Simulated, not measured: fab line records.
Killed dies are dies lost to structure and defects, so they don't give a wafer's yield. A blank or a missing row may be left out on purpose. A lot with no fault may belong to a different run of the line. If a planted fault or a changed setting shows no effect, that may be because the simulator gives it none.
fab line records	flow nandHarc
record: lots: 6	wafers: 16	lastDay: 32
route steps=1302 shown A_CONTACT@1045 END@1302
lots with no fault: from the same line, run without faults
startH: hours from the record's opening day to when the first of the lot's shown wafers began	waitH: how many hours have passed since the lot's step before this one	" the same as in the row above	L1.1+2: several wafers, shown together as one row	- either no value or no given start	* or withheld: withheld	< > ~ a bound
route shown NAME@n: names a module that has steps shown in the file, with the first one's number in the route	usual: mean/standard deviation of fault-free wafers	same: alike in all rows	chamber/n: place in a boat	sites: readings site by site	_std_site: the values' standard deviation	_edge_site: mean of outer sites minus mean of inner sites	radiusMm: for every site, how far away it sits from the centre of the wafer	mask NAME#n: copy n	behind: tool/chamber where the wafer was last shaped	hold: reason for holding the lot/hours on hold/outcome of the hold	device: whichever transistor did not switch (one of n, p or np)	end of line: the tests these same wafers got at the end of their route	a step without rows: its recipe alone	killed: the dies lost at the first sort to structure and to defects; this is not the yield of the wafer	map: dies across one wafer; x = killed, . = not, _ = none there
set.NAME: setting as actually run; set.NAME@STEP: the setting as run at that earlier step	model.NAME: the simulator's own value behind a step, which no gauge read
certain route steps with their lots: each step a table, each wafer a row
services: when a tool's chamber went out of use (startH, in hours from the record's first day, below 0 if earlier), for how many hours, and the reason
== steps ==
step: NHARC_A_CONTACT_ETCH_77
recipe: targetDepthA: 1089	timeS: 54.5	cf4FlowSccm: 100	chf3FlowSccm: 30	arFlowSccm: 0	rfW: 500	biasW: 200	chemistry: CF4/CHF3
usual: cf4FlowSccm: 100.02/0.28	drypumpMotorCurrentA: 5.7/0.49	oesProductAu: 0.937/0.021	rfFwdPowerW: 495.0/2	rfVppV: 372/3.2	runLengthS: 75.8/0.33	showerheadPlenumPTorr: 1.61/0.092	throttleValvePct: 16.803/0.0087
lot.wafer	tool	chamber	startH	waitH	cf4FlowSccm	drypumpMotorCurrentA	oesProductAu	rfFwdPowerW	rfHoursCounterH	rfVppV	runLengthS	showerheadPlenumPTorr	throttleValvePct
L872.2	rieDiel-01	0	-	-	99.92	5.4	0.930	496.2	42	368	75.2	1.52	16.806
L872.3	"	1	"	"	99.93	5.8	0.923	497.6	46	368	75.6	1.50	16.801
L872.6	"	3	"	"	100.28	6.8	0.913	495.4	-	374	75.3	1.69	16.808
L875.4	rieDiel-11	1	-	-	99.75	5.5	0.917	494.4	17	375	75.7	1.70	16.794
L875.6	"	3	"	"	99.82	5.6	0.929	492.4	-	374	75.6	1.70	16.810
L875.5	"	0	"	"	100.07	6.3	0.925	493.3	-	368	76.2	1.49	16.794
L881.2	rieDiel-11	3	-	-	99.97	5.6	0.923	492.4	26	376	75.6	1.69	16.805
L881.6	"	3	"	"	100.08	5.6	0.920	492.3	-	375	75.5	1.69	16.790
L882.4	rieDiel-04	1	-	-	99.60	5.0	0.932	493.1	24	374	75.6	1.69	16.805
L882.6	"	0	"	"	100.11	5.7	0.915	495.0	-	374	75.8	1.65	16.815
L889.2	rieDiel-11	0	-	-	99.71	6.3	0.927	491.6	12	368	75.8	1.49	16.801
L889.6	"	1	"	"	100.05	5.5	0.926	494.0	-	374	75.9	1.69	16.811
L889.5	"	2	"	"	99.81	5.1	0.929	496.9	-	373	76.0	1.68	16.789
L892.3	rieDiel-11	2	-	-	100.50	5.1	0.928	497.2	15	374	76.3	1.68	16.812
L892.4	"	1	"	"	100.19	5.5	0.930	497.7	13	374	75.8	1.69	16.798
L892.6	"	2	"	"	100.09	5.1	0.936	496.0	-	373	75.8	1.68	16.800
step: NHARC_A_CONTACT_ETCH_78
recipe: targetDepthA: 53000	overEtchFrac: 0.3	timeS: 1378	ionEnergyEv: 150	o2FlowSccm: 400	cosFlowSccm: 20	arFlowSccm: 0	rfW: 500	biasW: 300	chemistry: O2/COS
usual: drypumpMotorCurrentA: 5.7/0.49	oesProductAu: 1.001/0.007	rfFwdPowerW: 499.9/1.3	rfVppV: 315.3/2.6	runLengthS: 1399.3/0.34	showerheadPlenumPTorr: 3.20/0.18	throttleValvePct: 28.331/0.0092
lot.wafer	tool	chamber	startH	waitH	drypumpMotorCurrentA	oesProductAu	rfFwdPowerW	rfHoursCounterH	rfVppV	runLengthS	showerheadPlenumPTorr	throttleValvePct
L872.3	rieDiel-01	1	-	-	5.9	0.993	501.0	46	312.7	1399.5	2.98	28.323
L872.2	"	2	"	"	5.9	1.012	497.9	45	315.1	1399.4	3.19	28.335
L872.6	"	3	"	"	6.8	0.993	501.3	-	317.8	1398.9	3.35	28.325
L875.4	rieDiel-11	2	-	-	5.1	1.020	500.0	16	316.3	1399.6	3.35	28.326
L875.5	"	1	"	"	5.5	1.008	498.9	-	317.0	1399.3	3.36	28.344
L875.6	"	2	"	"	5.1	1.009	498.5	-	316.0	1399.3	3.35	28.333
L881.2	rieDiel-11	2	-	-	5.1	1.006	503.0	26	316.0	1399.6	3.34	28.341
L881.6	"	0	"	"	6.3	1.005	500.2	-	312.1	1399.2	2.96	28.334
L882.4	rieDiel-04	2	-	-	5.4	1.004	499.8	21	311.8	1398.8	2.91	28.321
L882.6	"	1	"	"	5.0	1.012	500.1	-	318.0	1399.3	3.36	28.319
L889.2	rieDiel-11	1	-	-	5.5	1.002	499.6	9	316.6	1399.5	3.35	28.316
L889.6	"	1	"	"	5.5	1.000	499.9	-	316.8	1399.2	3.35	28.335
L889.5	"	2	"	"	5.1	1.020	502.4	-	317.1	1399.3	3.34	28.327
L892.4	rieDiel-11	0	-	-	6.3	1.012	502.1	16	311.8	1399.9	2.95	28.336
L892.3	"	2	"	"	5.1	1.006	501.3	16	316.8	1399.6	3.33	28.341
L892.6	"	0	"	"	6.3	1.017	501.0	-	312.5	1399.3	2.95	28.327
step: NHARC_A_CONTACT_ETCH_124
recipe: sourceW: withheld	pressureMtorr: 20	biasV: withheld	timeS: 140	targetDepthA: 7000	arFlowSccm: withheld	c4f8FlowSccm: withheld	o2FlowSccm: withheld	chemistry: C4F8/O2/Ar
usual: runLengthS: 141.4/0.37
lot.wafer	tool	chamber	startH	waitH	rfHoursCounterH	runLengthS
L872.2	harCapEtch-03	0	522.06	-	44	141.6
L872.3	"	0	"	"	-	141.2
L872.6	"	0	"	"	-	142.0
L875.4	harCapEtch-02	1	558.34	-	-	141.3
L875.6	"	1	"	"	-	141.2
L875.5	"	0	"	"	-	141.9
L881.2	harCapEtch-03	0	605.51	-	60	141.1
L881.6	"	1	"	"	-	141.3
L882.4	harCapEtch-01	0	622.45	-	-	141.6
L882.6	"	1	"	"	-	140.9
L889.2	harCapEtch-02	1	699.48	-	113	140.9
L889.5	"	0	"	"	-	141.7
L889.6	"	1	"	"	-	140.8
L892.4	harCapEtch-01	1	716.02	-	-	141.7
L892.3	"	0	"	"	-	142.1
L892.6	"	0	"	"	-	141.3
step: NHARC_A_CONTACT_ETCH_125
recipe: sourceW: withheld	pressureMtorr: 20	biasV: 3000	timeS: 197	targetDepthA: 19180	arFlowSccm: withheld	c4f8FlowSccm: withheld	o2FlowSccm: withheld	chemistry: C4F8/O2/Ar
step: NHARC_A_CONTACT_ETCH_126
recipe: sourceW: withheld	pressureMtorr: 20	biasV: 3000	timeS: 197	targetDepthA: 19180	arFlowSccm: withheld	c4f8FlowSccm: withheld	o2FlowSccm: withheld	chemistry: C4F8/O2/Ar
step: NHARC_A_CONTACT_ETCH_127
recipe: sourceW: withheld	pressureMtorr: 20	biasV: 3000	timeS: 197	targetDepthA: 19180	arFlowSccm: withheld	c4f8FlowSccm: withheld	o2FlowSccm: withheld	chemistry: C4F8/O2/Ar
step: NHARC_A_CONTACT_ETCH_128
recipe: sourceW: withheld	pressureMtorr: 20	biasV: 3000	timeS: 197	targetDepthA: 19180	arFlowSccm: withheld	c4f8FlowSccm: withheld	o2FlowSccm: withheld	chemistry: C4F8/O2/Ar
step: NHARC_A_CONTACT_ETCH_129
recipe: sourceW: withheld	pressureMtorr: 20	biasV: 3000	timeS: 197	targetDepthA: 19180	arFlowSccm: withheld	c4f8FlowSccm: withheld	o2FlowSccm: withheld	chemistry: C4F8/O2/Ar
step: NHARC_A_CONTACT_ETCH_130
recipe: sourceW: withheld	pressureMtorr: 20	biasV: 3000	timeS: 197	targetDepthA: 19180	arFlowSccm: withheld	c4f8FlowSccm: withheld	o2FlowSccm: withheld	chemistry: C4F8/O2/Ar
step: NHARC_A_CONTACT_ETCH_131
recipe: sourceW: withheld	pressureMtorr: 20	biasV: 3000	timeS: 197	targetDepthA: 19180	arFlowSccm: withheld	c4f8FlowSccm: withheld	o2FlowSccm: withheld	chemistry: C4F8/O2/Ar
step: NHARC_A_CONTACT_ETCH_132
recipe: sourceW: withheld	pressureMtorr: 20	biasV: 3000	timeS: 197	targetDepthA: 19240	arFlowSccm: withheld	c4f8FlowSccm: withheld	o2FlowSccm: withheld	chemistry: C4F8/O2/Ar
usual: runLengthS: 197/0
lot.wafer	tool	chamber	startH	waitH	rfHoursCounterH	runLengthS
L872.2	harCapEtch-03	0	523.50	0.1	46	197
L872.3	"	0	"	"	-	197
L872.6	"	0	"	"	-	197
L875.4	harCapEtch-02	1	559.77	0.1	-	197
L875.6	"	1	"	"	-	197
L875.5	"	0	"	"	-	197
L881.2	harCapEtch-03	0	606.95	0.1	61	197
L881.6	"	1	"	"	-	197
L882.4	harCapEtch-01	0	623.87	0.1	-	197
L882.6	"	1	"	"	-	197
L889.2	harCapEtch-02	1	700.92	0.1	114	197
L889.5	"	0	"	"	-	197
L889.6	"	1	"	"	-	197
L892.4	harCapEtch-01	1	717.45	0.1	-	197
L892.3	"	0	"	"	-	197
L892.6	"	0	"	"	-	197
step: NHARC_A_CONTACT_ETCH_133
recipe: sourceW: withheld	pressureMtorr: 20	biasV: 400	timeS: 374	targetDepthA: 16100	arFlowSccm: withheld	c4f8FlowSccm: 11.5	o2FlowSccm: 7.2	chemistry: C4F8/O2/Ar
usual: runLengthS: 405.37/0.3
lot.wafer	tool	chamber	startH	waitH	rfHoursCounterH	runLengthS
L872.2	harCapEtch-03	0	523.67	0.1	46	405.28
L872.3	"	0	"	"	-	405.06
L872.6	"	0	"	"	-	405.56
L875.4	harCapEtch-02	1	560.03	0.2	-	404.96
L875.6	"	1	"	"	-	405.04
L875.5	"	0	"	"	-	405.78
L881.2	harCapEtch-03	0	607.16	0.2	61	405.43
L881.6	"	1	"	"	-	405.18
L882.4	harCapEtch-01	0	624.13	0.2	-	405.48
L882.6	"	1	"	"	-	404.90
L889.2	harCapEtch-02	1	701.14	0.2	115	404.93
L889.5	"	0	"	"	-	405.49
L889.6	"	1	"	"	-	405.06
L892.4	harCapEtch-01	1	717.71	0.2	-	405.03
L892.3	"	0	"	"	-	405.79
L892.6	"	0	"	"	-	405.51
step: NHARC_A_CONTACT_ETCH_91
recipe: targetDepthA: 400	overEtchFrac: 0.5	timeS: 85.7	ionEnergyEv: 120	ch3fFlowSccm: 50	o2FlowSccm: 30	arFlowSccm: 200	rfW: 500	biasW: 100	chemistry: CH3F/O2
usual: drypumpMotorCurrentA: 5.6/0.46	oesProductAu: 0.94/0.031	rfFwdPowerW: 496.5/1.9	rfVppV: 245.3/2.1	runLengthS: 107.0/0.31	showerheadPlenumPTorr: 2.53/0.15	throttleValvePct: 20.662/0.0093
lot.wafer	tool	chamber	startH	waitH	drypumpMotorCurrentA	oesProductAu	rfFwdPowerW	rfHoursCounterH	rfVppV	runLengthS	showerheadPlenumPTorr	throttleValvePct
L872.2	rieDiel-01	0	524.46	0.7	5.4	0.92	499.8	43	242.0	107.0	2.37	20.680
L872.3	"	1	"	"	5.8	0.91	497.4	47	242.0	106.8	2.35	20.643
L872.6	"	1	"	"	5.8	0.92	499.6	-	242.3	106.7	2.35	20.680
L875.4	rieDiel-11	1	560.71	0.6	5.5	0.93	494.6	17	247.3	106.7	2.65	20.663
L875.6	"	2	"	"	5.1	0.93	498.4	-	246.0	107.6	2.64	20.672
L875.5	"	3	"	"	5.6	0.94	498.0	-	246.9	106.8	2.65	20.645
L881.2	rieDiel-11	2	607.88	0.6	5.1	0.95	-	26	245.5	74.9	2.64	20.666
L881.6	"	3	"	"	5.6	0.94	495.2	-	246.4	106.8	2.65	20.656
L882.4	rieDiel-11	1	624.78	0.6	5.5	1.01	-	0	247.1	75.1	2.65	20.680
L882.6	"	2	"	"	5.1	1.01	496.6	-	246.3	107.0	2.64	20.658
L889.2	rieDiel-11	0	701.90	0.7	6.3	0.92	495.8	13	243.6	107.0	2.32	20.649
L889.6	"	1	"	"	5.5	0.93	498.0	-	246.8	107.4	2.65	20.660
L889.5	"	2	"	"	5.1	0.94	496.5	-	247.1	107.5	2.63	20.680
L892.3	rieDiel-11	3	718.39	0.5	5.6	0.93	493.8	17	247.3	106.7	2.64	20.666
L892.4	"	0	"	"	6.3	0.93	495.6	-	243.2	107.5	2.32	20.663
L892.6	"	1	"	"	5.5	0.92	495.6	-	246.0	106.8	2.64	20.660
step: NHARC_A_CONTACT_ETCH_97
recipe: targetDepthA: 200	overEtchFrac: 0.5	timeS: 10	ionEnergyEv: 250	c4f6FlowSccm: 25	o2FlowSccm: 20	arFlowSccm: 500	rfW: 600	biasW: 500	chemistry: C4F6/O2
step: NHARC_END_SORT_01
recipe: tempC: 25
usual: killedAtArray: 61/23	killedAtOther: 1.3/1.4	killedAtPeriphery: 4.0/2.6	killedDies: 66/22	killedOpen: 3.4/1.8	killedShort: 2.3/1.4
same: grossDies: 677
lot.wafer	tool	chamber	startH	waitH	killedAtArray	killedAtOther	killedAtPeriphery	killedDies	killedOpen	killedShort
L872.2	prober-02	0	581.41	2.8	49	1	3	53	3	1
L872.3	prober-02	0	582.22	3.1	59	1	3	63	3	4
L872.6	prober-02	0	584.65	4.0	60	1	2	63	1	2
L881.2	prober-01	0	664.55	2.8	46	2	5	53	4	1
L881.6	prober-01	0	667.75	4.0	38	1	3	42	4	2
L882.4	prober-01	0	680.16	3.4	56	3	2	61	3	3
L882.6	prober-01	0	681.75	4.0	58	0	5	63	1	3
L889.2	prober-01	0	762.73	2.8	52	2	3	57	1	2
L889.5	prober-01	0	765.15	3.7	41	2	8	51	1	0
L889.6	prober-01	0	765.96	4.0	44	2	3	49	5	2
L892.3	prober-02	0	774.43	3.1	77	1	3	81	3	5
L892.4	prober-02	0	775.23	3.4	68	0	1	69	4	5
L892.6	prober-02	0	776.83	4.0	58	0	0	58	1	2
killed by level:class
L872.2 A_CHANNEL_HOLE_D1:chamberFilmFlake=31 A_CHANNEL_HOLE_D2:chamberFilmFlake=9 P_CONTACT:geometricParticle:open=2 A_ZERO_WELL:chamberFilmFlake=2 A_STAIRCASE:chamberFilmFlake=2 A_CONTACT:chamberFilmFlake=2 A_CHANNEL_FILL_D1:geometricParticle:short=1 A_M0:geometricParticle:open=1
L872.3 A_CHANNEL_HOLE_D1:chamberFilmFlake=34 A_CHANNEL_HOLE_D2:chamberFilmFlake=8 A_CONTACT:chamberFilmFlake=6 A_DECK1_JOINT:geometricParticle:short=2 P_ZERO_WELL:chamberFilmFlake=2 A_ZERO_WELL:chamberFilmFlake=2 A_STAIRCASE:chamberFilmFlake=2 P_GATE:geometricParticle:open=1
L872.6 A_CHANNEL_HOLE_D1:chamberFilmFlake=36 A_CHANNEL_HOLE_D2:chamberFilmFlake=15 A_CONTACT:chamberFilmFlake=5 P_GATE:chamberFilmFlake=2 A_ONON_D1:geometricParticle:short=1 A_CHANNEL_FILL_D1:geometricParticle:short=1 A_M0:geometricParticle:open=1 A_CHANNEL_FILL_D1:chamberFilmFlake=1
L881.2 A_CHANNEL_HOLE_D2:chamberFilmFlake=20 A_CHANNEL_HOLE_D1:chamberFilmFlake=11 A_BLC:geometricParticle:open=3 A_CONTACT:chamberFilmFlake=3 P_M2:chamberFilmFlake=2 A_DECK1_JOINT:chamberFilmFlake=2 A_SGD_CUT:chamberFilmFlake=2 A_SLIT:chamberFilmFlake=2
L881.6 A_CHANNEL_HOLE_D2:chamberFilmFlake=17 A_CHANNEL_HOLE_D1:chamberFilmFlake=5 A_SGD_CUT:chamberFilmFlake=3 A_ONON_D2:geometricParticle:short=2 A_BLC:geometricParticle:open=2 P_ZERO_WELL:chamberFilmFlake=2 A_STAIRCASE:chamberFilmFlake=2 A_CONTACT:chamberFilmFlake=2
L882.4 A_SLIT:chamberFilmFlake=27 A_CHANNEL_HOLE_D2:chamberFilmFlake=8 A_CHANNEL_HOLE_D1:chamberFilmFlake=6 A_CONTACT:chamberFilmFlake=4 A_STAIRCASE:chamberFilmFlake=3 A_CONTACT:geometricParticle:open=2 P_M2:chamberFilmFlake=2 HYBRID_BOND:chamberFilmFlake=2
L882.6 A_SLIT:chamberFilmFlake=22 A_CHANNEL_HOLE_D2:chamberFilmFlake=17 A_CHANNEL_HOLE_D1:chamberFilmFlake=6 A_CONTACT:chamberFilmFlake=6 A_STAIRCASE:chamberFilmFlake=3 P_CONTACT:chamberFilmFlake=2 P_M0:geometricParticle:short=1 P_M1:geometricParticle:short=1
L889.2 A_CHANNEL_HOLE_D1:chamberFilmFlake=31 A_SLIT:chamberFilmFlake=9 A_STAIRCASE:chamberFilmFlake=3 P_GATE:chamberFilmFlake=2 A_DECK1_JOINT:chamberFilmFlake=2 A_CONTACT:chamberFilmFlake=2 THIN_TSV:chamberFilmFlake=2 A_CHANNEL_HOLE_D1:geometricParticle:short=1
L889.5 A_CHANNEL_HOLE_D1:chamberFilmFlake=30 A_SLIT:chamberFilmFlake=4 P_GATE:chamberFilmFlake=3 P_ZERO_WELL:chamberFilmFlake=2 P_BONDPAD:chamberFilmFlake=2 A_DECK1_JOINT:chamberFilmFlake=2 A_STAIRCASE:chamberFilmFlake=2 THIN_TSV:chamberFilmFlake=2
L889.6 A_CHANNEL_HOLE_D1:chamberFilmFlake=29 A_CONTACT:chamberFilmFlake=3 A_CHANNEL_FILL_D1:geometricParticle:open=2 A_ZERO_WELL:chamberFilmFlake=2 A_STAIRCASE:chamberFilmFlake=2 A_SLIT:chamberFilmFlake=2 P_CONTACT:geometricParticle:open=1 A_DECK1_JOINT:geometricParticle:short=1
L892.3 A_SLIT:chamberFilmFlake=29 A_CHANNEL_HOLE_D2:chamberFilmFlake=28 A_CONTACT:chamberFilmFlake=10 A_CHANNEL_HOLE_D2:geometricParticle:short=2 A_SGD_CUT:chamberFilmFlake=2 A_M1:chamberFilmFlake=2 P_GATE:geometricParticle:open=1 P_CONTACT:geometricParticle:open=1
L892.4 A_SLIT:chamberFilmFlake=27 A_CHANNEL_HOLE_D2:chamberFilmFlake=22 A_CONTACT:chamberFilmFlake=5 A_SGD_CUT:chamberFilmFlake=3 A_ONON_D2:geometricParticle:short=2 A_SOURCE_PLATE:geometricParticle:short=1 A_CHANNEL_HOLE_D1:geometricParticle:open=1 A_CHANNEL_FILL_D1:geometricParticle:open=1
L892.6 A_CHANNEL_HOLE_D2:chamberFilmFlake=27 A_SLIT:chamberFilmFlake=18 A_CONTACT:chamberFilmFlake=5 A_SGD_CUT:chamberFilmFlake=2 A_SOURCE_PLATE:geometricParticle:open=1 A_DECK1_JOINT:geometricParticle:short=1 A_ONON_D2:geometricParticle:short=1 A_CHANNEL_HOLE_D1:chamberFilmFlake=1
== services ==
tool	chamber	startH	hours	kind
rieDiel-04	0	508.72	4.9	repair
rieDiel-11	0	515.18	-	clean
rieDiel-11	1	515.18	-	clean
rieDiel-11	2	515.18	-	clean
rieDiel-11	3	515.18	-	clean
rieDiel-11	3	518.81	2.8	repair
rieDiel-04	-	533.00	9.0	pm
rieDiel-11	0	539.68	-	clean
rieDiel-11	1	539.68	-	clean
rieDiel-11	2	539.68	-	clean
rieDiel-11	3	539.68	-	clean
rieDiel-11	0	564.18	-	clean
rieDiel-11	1	564.18	-	clean
rieDiel-11	2	564.18	-	clean
rieDiel-11	3	564.18	-	clean
rieDiel-11	0	588.68	-	clean
rieDiel-11	1	588.68	-	clean
rieDiel-11	2	588.68	-	clean
rieDiel-11	3	588.68	-	clean
rieDiel-01	1	598.73	6.5	repair
rieDiel-11	-	609.50	9.0	pm
rieDiel-01	3	640.82	3.7	repair
rieDiel-11	1	656.67	20.0	repair
rieDiel-04	-	710.00	9.0	pm
== key ==
firstSign: step: NHARC_A_CONTACT_ETCH_91	reading: runLengthS	direction: down	sigmas: 99+	usual: *	struck: *
effect none on later readings
metAt NHARC_A_CONTACT_ETCH_91
struckWafers L881.2,L882.4
testerLeftOut L881,L882
onsetBetween 560.71 607.88
fault: kind: processParameterDrift	tool: rieDiel-11	chamber: -	onsetH: 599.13	steps: NHARC_A_CONTACT_ETCH_91	channel: timeS	offset: *	shape: step	endH: 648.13	scope: struckWafersOnly	actsIn: *	stated: *
testerLeftOut: of these lots the tester's yield and bins aren't shown, on N5 and GAA mostly nor the transistor test; their killed dies are dies lost to structure and defects alone, not to doping, threshold or leakage, so they don't give the yield
